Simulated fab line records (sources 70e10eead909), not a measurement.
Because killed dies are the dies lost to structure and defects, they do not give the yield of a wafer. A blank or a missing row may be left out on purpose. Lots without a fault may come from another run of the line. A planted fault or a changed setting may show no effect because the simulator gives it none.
fab line records	flow nand-harc
[record] lots = 15	wafers = 44	last-day = 32
route steps=1302 shown P_BONDPAD@365
lots that met no fault: from a run of the same line without faults
start-h: start of the lot's first displayed wafer, in hours after the record's first day	wait-h: time in hours since the lot's previous step	" unchanged from the row above	L1.1+2: several wafers, shown together as one row	- value missing, or start not given	* or withheld: withheld	< > ~ a bound
route shown NAME@n: a module of which the file shows steps, and the number in the route of the first	usual: average and standard deviation across the fault-free wafers	same: alike in all rows	chamber/n: place in a boat	sites: the reading at each site	_std_site: the standard deviation of these	_edge_site: outer sites' mean less inner sites'	radius-mm: for every site, how far away it sits from the centre of the wafer	mask NAME#n: copy n	behind: the most recent tool/chamber to have shaped the wafer	hold: why the lot was held/for how many hours/how that ended	device: which transistor (n, p or np) failed to switch	end of line: the same wafers' tests at the end of the route	a step given without rows: its recipe and nothing more	killed: dies lost to structure and defects at the first sort, not the wafer's yield	map: a wafer's dies, marking killed ones x, the rest . and places with no die _
set.NAME: setting as actually run; set.NAME@STEP: the setting as run at that earlier step	model.NAME: the simulator's own value behind a step, which no gauge read
one table for each step of the route and one row for each wafer, over a sample of lots
services: the hour from which a tool's chamber was out of use, counted from the record's first day as start-h (under 0 if before that day), plus the number of hours and why
[[steps]]
[step NHARC_P_BONDPAD_OVL_MEAS_38]
[usual] overlay-x-nm = 2/4.4	overlay-y-nm = 0/5.6
lot.wafer	tool	chamber	start-h	wait-h	overlay-x-nm	overlay-y-nm
L122.1	overlay-02	-	140.02	-	4	8
L122.2	"	-	"	"	4	8
L122.3	"	-	"	"	4	8
L121.1	overlay-02	-	141.16	-	9	4
L121.3	"	-	"	"	9	4
L121.4	"	-	"	"	9	4
L123.2	overlay-02	-	152.20	-	2	-7
L123.5	"	-	"	"	1	-7
L123.6	"	-	"	"	1	-8
L124.2	overlay-02	-	167.52	-	4	-6
L124.3	"	-	"	"	3	-6
L124.5	"	-	"	"	3	-7
L125.3	overlay-01	-	178.15	-	4	-6
L125.4	"	-	"	"	3	-6
L125.6	"	-	"	"	4	-5
L126.2	overlay-01	-	183.32	-	6	-3
L126.3	"	-	"	"	6	-2
L126.5	"	-	"	"	6	-2
L131.4	overlay-01	-	238.69	-	7	5
L131.5	"	-	"	"	7	6
L131.6	"	-	"	"	7	5
L132.1	overlay-02	-	245.47	-	-4	8
L132.4	"	-	"	"	-4	8
L132.6	"	-	"	"	-4	8
L133.1	overlay-01	-	253.25	-	1	-8
L133.3	"	-	"	"	1	-7
L133.6	"	-	"	"	1	-7
L134.2	overlay-02	-	266.21	-	-10	0
L134.4	"	-	"	"	-10	1
L134.5	"	-	"	"	-10	1
L135.3	overlay-02	-	279.28	-	8	1
L135.4	"	-	"	"	8	0
L135.5	"	-	"	"	8	0
L136.1	overlay-01	-	281.69	-	5	-3
L136.3	"	-	"	"	5	-3
L136.5	"	-	"	"	5	-3
L137.1	overlay-02	-	290.77	-	2	9
L137.4	"	-	"	"	2	9
L137.5	"	-	"	"	2	9
L140.1	overlay-01	-	327.43	-	0	3
L140.4	"	-	"	"	0	2
L144.3	overlay-01	-	364.58	-	6	2
L144.4	"	-	"	"	5	2
L144.6	"	-	"	"	5	2
[step NHARC_P_BONDPAD_ETCH_24]
[recipe] target-depth-a = 300	over-etch-frac = 0.3	time-s = 72.99	ion-energy-ev = 150	cf4-flow-sccm = 50	n2-flow-sccm = 100	ar-flow-sccm = 150	rf-w = 300	bias-w = 100	chemistry = CF4/N2
[usual] drypump-motor-current-A = 5.7/0.57	oes-product-au = 1.001/0.012	rf-vpp-V = 314.1/2.2	showerhead-plenum-p-Torr = 2.62/0.12	throttle-valve-pct = 19.794/0.0094
lot.wafer	tool	chamber	start-h	wait-h	drypump-motor-current-A	oes-product-au	rf-hours-counter-h	rf-vpp-V	showerhead-plenum-p-Torr	throttle-valve-pct
L122.3	rie-diel-02	0	140.71	0.1	5.8	0.987	1.8	311.2	2.46	19.789
L122.2	"	2	"	"	5.2	1.002	1.6	315.2	2.72	19.802
L122.1	"	3	"	"	5.6	0.979	1.8	314.6	2.69	19.794
L121.1	rie-diel-02	3	141.92	0.2	5.6	0.982	2.0	314.0	2.69	19.796
L121.3	"	0	"	"	5.8	0.990	2.0	310.6	2.46	19.807
L121.4	"	3	"	"	5.6	0.984	-	315.7	2.69	19.782
L123.2	rie-diel-02	0	-	-	5.8	0.979	2.2	312.1	2.46	19.792
L123.6	"	0	"	"	5.8	0.994	-	310.7	2.46	19.787
L123.5	"	1	"	"	6.2	1.015	-	317.4	2.79	19.795
L124.2	rie-diel-02	1	-	-	6.2	1.002	2.1	317.9	2.79	19.793
L124.3	"	3	"	"	5.6	0.988	2.6	315.7	2.69	19.798
L124.5	"	0	"	"	5.9	0.989	-	311.5	2.46	19.798
L125.3	rie-diel-11	2	-	-	6.7	0.994	4.9	316.6	2.77	19.811
L125.4	"	3	"	"	5.1	1.008	4.4	312.7	2.48	19.798
L125.6	"	1	"	"	5.7	0.998	-	312.7	2.58	19.797
L126.3	rie-diel-11	0	-	-	5.1	1.011	4.3	313.9	2.55	19.798
L126.2	"	2	"	"	6.7	0.997	5.0	315.0	2.77	19.772
L126.5	"	0	"	"	5.1	1.006	-	312.6	2.55	19.792
L131.4	rie-diel-02	1	-	-	6.2	0.994	0.6	317.6	2.79	19.790
L131.5	"	2	"	"	5.2	0.999	-	314.7	2.72	19.794
L131.6	"	3	"	"	5.6	0.985	-	315.8	2.69	19.792
L132.4	rie-diel-11	3	-	-	5.1	1.007	8.1	311.5	2.48	19.780
L132.1	"	0	"	"	5.1	1.007	6.4	312.8	2.55	19.811
L132.6	"	3	"	"	5.1	0.987	-	310.6	2.48	19.799
L133.1	rie-diel-02	1	-	-	6.2	1.000	0.9	317.4	2.79	19.781
L133.3	"	2	"	"	5.2	1.025	0.8	317.1	2.72	19.817
L133.6	"	0	"	"	5.8	0.993	-	311.1	2.46	19.784
L134.4	rie-diel-04	0	-	-	6.8	1.017	3.9	314.2	2.50	19.786
L134.2	"	2	"	"	6.3	1.005	4.5	313.1	2.52	19.792
L134.5	"	3	"	"	4.8	0.999	-	316.6	2.81	19.807
L135.3	rie-diel-02	0	-	-	5.8	0.990	1.6	312.7	2.46	19.794
L135.4	"	3	"	"	5.6	0.999	1.8	316.8	2.69	19.801
L135.5	"	0	"	"	5.8	1.001	-	310.1	2.46	19.806
L136.3	rie-diel-02	0	-	-	5.8	0.991	1.7	312.4	2.46	19.797
L136.1	"	1	"	"	6.2	1.004	1.8	316.0	2.79	19.792
L136.5	"	0	"	"	5.8	0.992	-	310.2	2.46	19.806
L137.1	rie-diel-02	0	-	-	5.8	0.990	1.8	311.6	2.46	19.791
L137.4	"	3	"	"	5.6	0.997	2.1	316.2	2.69	19.784
L137.5	"	0	"	"	5.8	0.996	-	311.4	2.46	19.795
L140.4	rie-diel-11	3	-	-	5.0	0.990	3.8	312.4	2.48	19.777
L140.1	"	2	"	"	6.7	0.989	3.6	316.5	2.76	19.787
L144.4	rie-diel-11	3	-	-	5.1	0.973	5.7	311.1	2.48	19.803
L144.3	"	1	"	"	5.7	1.020	5.5	313.6	2.57	19.808
L144.6	"	0	"	"	5.1	1.005	-	313.4	2.55	19.777
[step NHARC_P_BONDPAD_PVD_27]
[recipe] target-thk-a = 300	chamber-pressure-pa = 5	power-w = 5000	substrate-temp-c = 30	time-s = 20.49	material = Cu
[usual] throttle-valve-pct = 29.6/0.98
lot.wafer	tool	chamber	start-h	wait-h	throttle-valve-pct
L122.1	pvd-sputter-03	-	-	-	28.6
L122.3	"	-	"	"	28.3
L122.2	"	-	"	"	32.2
L121.4	pvd-sputter-02	-	-	-	28.9
L121.3	"	-	"	"	28.1
L121.1	"	-	"	"	30.5
L123.2	pvd-sputter-03	-	-	-	28.6
L123.5	"	-	"	"	28.6
L123.6	"	-	"	"	29.5
L124.3	pvd-sputter-02	-	-	-	27.9
L124.2	"	-	"	"	29.3
L124.5	"	-	"	"	27.9
L125.4	pvd-sputter-01	-	-	-	30.1
L125.3	"	-	"	"	29.3
L125.6	"	-	"	"	30.0
L126.3	pvd-sputter-01	-	-	-	29.9
L126.2	"	-	"	"	29.2
L126.5	"	-	"	"	29.5
L131.4	pvd-sputter-01	-	-	-	29.1
L131.5	"	-	"	"	30.5
L131.6	"	-	"	"	29.0
L132.4	pvd-sputter-02	-	-	-	28.0
L132.1	"	-	"	"	29.1
L132.6	"	-	"	"	27.9
L133.1	pvd-sputter-01	-	-	-	28.7
L133.3	"	-	"	"	29.0
L133.6	"	-	"	"	30.7
L134.4	pvd-sputter-03	-	-	-	29.5
L134.2	"	-	"	"	29.8
L134.5	"	-	"	"	29.8
L135.4	pvd-sputter-02	-	-	-	30.2
L135.3	"	-	"	"	28.2
L135.5	"	-	"	"	29.3
L136.3	pvd-sputter-03	-	-	-	29.3
L136.1	"	-	"	"	29.8
L136.5	"	-	"	"	29.7
L137.4	pvd-sputter-03	-	-	-	29.9
L137.1	"	-	"	"	33.2
L137.5	"	-	"	"	29.3
L140.1	pvd-sputter-02	-	-	-	30.5
L140.4	"	-	"	"	27.9
L144.3	pvd-sputter-01	-	-	-	30.6
L144.4	"	-	"	"	29.4
L144.6	"	-	"	"	29.5
[step NHARC_P_BONDPAD_ECD_18]
[recipe] target-thk-a = 4000	bath-temp-c = 25	material = Cu
lot.wafer	tool	chamber	start-h	wait-h
L122.2+1+3	ecd-cu-02	1,0,0	141.48	-
L121.1+3+4	ecd-cu-01	1,1,0	142.68	-
L123.2+5+6	ecd-cu-01	0,0,1	153.65	-
L124.2+3+5	ecd-cu-01	0,1,0	168.96	-
L125.4+3+6	ecd-cu-01	0,1,0	179.76	-
L126.2+3+5	ecd-cu-02	1	184.86	-
L131.4+6+5	ecd-cu-02	0,0,1	240.26	-
L132.1+4+6	ecd-cu-01	0	246.90	-
L133.1+3+6	ecd-cu-02	0	254.72	-
L134.2+4+5	ecd-cu-01	1,0,1	267.63	-
L135.4+3+5	ecd-cu-02	1,0,0	280.84	-
L136.1+3+5	ecd-cu-02	1,0,0	283.15	-
L137.1+4+5	ecd-cu-02	0,1,0	292.19	-
L140.1+4	ecd-cu-02	1,0	328.85	-
L144.3+4+6	ecd-cu-01	1,0,1	366.16	-
[step NHARC_P_BONDPAD_THK_MEAS_20]
[recipe] thk-meas-gauge = xrf
[usual] thk-nm = 160.4/1.7
lot.wafer	tool	chamber	start-h	wait-h	thk-nm
L122.1	film-metro-01	-	142.53	-	160.1
L122.2	"	-	"	"	158.9
L122.3	"	-	"	"	156.8
L121.1	film-metro-01	-	143.72	-	161.2
L121.3	"	-	"	"	157.8
L121.4	"	-	"	"	162.1
L123.2	film-metro-01	-	154.70	-	158.5
L123.5	"	-	"	"	158.8
L123.6	"	-	"	"	160.1
L124.2	film-metro-02	-	170.00	-	160.1
L124.3	"	-	"	"	159.2
L124.5	"	-	"	"	158.1
L125.3	film-metro-01	-	180.77	-	160.1
L125.4	"	-	"	"	159.6
L125.6	"	-	"	"	163.2
L126.2	film-metro-02	-	185.86	-	160.8
L126.3	"	-	"	"	160.3
L126.5	"	-	"	"	159.1
L131.4	film-metro-01	-	241.21	-	161.3
L131.5	"	-	"	"	162.2
L131.6	"	-	"	"	164.4
L132.1	film-metro-01	-	247.94	-	159.5
L132.4	"	-	"	"	160.5
L132.6	"	-	"	"	160.3
L133.1	film-metro-01	-	255.72	-	161.7
L133.3	"	-	"	"	160.4
L133.6	"	-	"	"	160.6
L134.2	film-metro-01	-	268.67	-	161.0
L134.4	"	-	"	"	160.4
L134.5	"	-	"	"	160.7
L135.3	film-metro-01	-	281.79	-	159.8
L135.4	"	-	"	"	158.0
L135.5	"	-	"	"	160.1
L136.1	film-metro-02	-	284.29	-	162.3
L136.3	"	-	"	"	111.9
L136.5	"	-	"	"	163.8
L137.1	film-metro-01	-	293.23	-	156.9
L137.4	"	-	"	"	109.8
L137.5	"	-	"	"	157.5
L140.1	film-metro-02	-	329.90	-	158.1
L140.4	"	-	"	"	115.3
L144.3	film-metro-01	-	367.11	-	164.5
L144.4	"	-	"	"	162.1
L144.6	"	-	"	"	164.4
[[services]]
tool	chamber	start-h	hours	kind
ecd-cu-01	-	126.10	1.2	repair
rie-diel-02	1	137.19	13.3	repair
ecd-cu-01	-	160.00	8.0	pm
pvd-sputter-03	-	170.00	10.0	pm
rie-diel-02	0	176.27	9.7	repair
rie-diel-04	-	177.90	9.0	pm
rie-diel-04	-	187.54	0.6	repair
rie-diel-11	0	191.19	15.4	repair
rie-diel-02	-	216.70	9.0	pm
pvd-sputter-01	-	226.00	10.0	pm
rie-diel-11	-	228.05	0.3	repair
rie-diel-11	2	233.29	10.4	repair
ecd-cu-02	-	244.00	8.0	pm
rie-diel-11	-	255.50	9.0	pm
pvd-sputter-02	-	282.03	10.0	pm
rie-diel-02	0	286.60	3.0	repair
pvd-sputter-01	-	287.57	9.6	repair
pvd-sputter-03	-	324.37	4.7	repair
ecd-cu-01	-	336.08	8.0	pm
ecd-cu-02	-	337.95	1.1	repair
pvd-sputter-03	-	343.91	16.3	repair
pvd-sputter-02	-	351.94	1.3	repair
pvd-sputter-03	-	360.22	10.0	pm
ecd-cu-01	-	361.46	3.4	repair
[[key]]
[first-sign] step = NHARC_P_BONDPAD_THK_MEAS_20	reading = thk-nm	direction = down	sigmas = 29	usual = 160.4	struck = 112.3
effect none on later readings
met-at NHARC_P_BONDPAD_ECD_18
struck-lots L136,L137,L140
struck-wafers L136.3,L137.4,L140.4
later-rows-left-out L136.3,L137.4,L140.4
sort-left-out L136.3,L137.4,L140.4
not-acting-at NHARC_P_BONDPAD_OVL_MEAS_38,NHARC_P_BONDPAD_ETCH_24,NHARC_P_BONDPAD_PVD_27
onset-between 280.84 283.15
[fault] kind = process-parameter-drift	tool = ecd-cu-02	chamber = -	onset-h = 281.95	steps = NHARC_P_BONDPAD_ECD_18	channel = target-thk-a	offset = *	shape = step	end-h = 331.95	scope = struck-wafers-only	acts-in = *	stated = *
// sort-left-out: the simulated sort isn't trusted on such a fault, so these wafers' sort isn't shown, and their yield isn't known
// later-rows-left-out: the simulator's readings of these wafers behind a module that went badly wrong aren't trusted and aren't shown, but for the sort
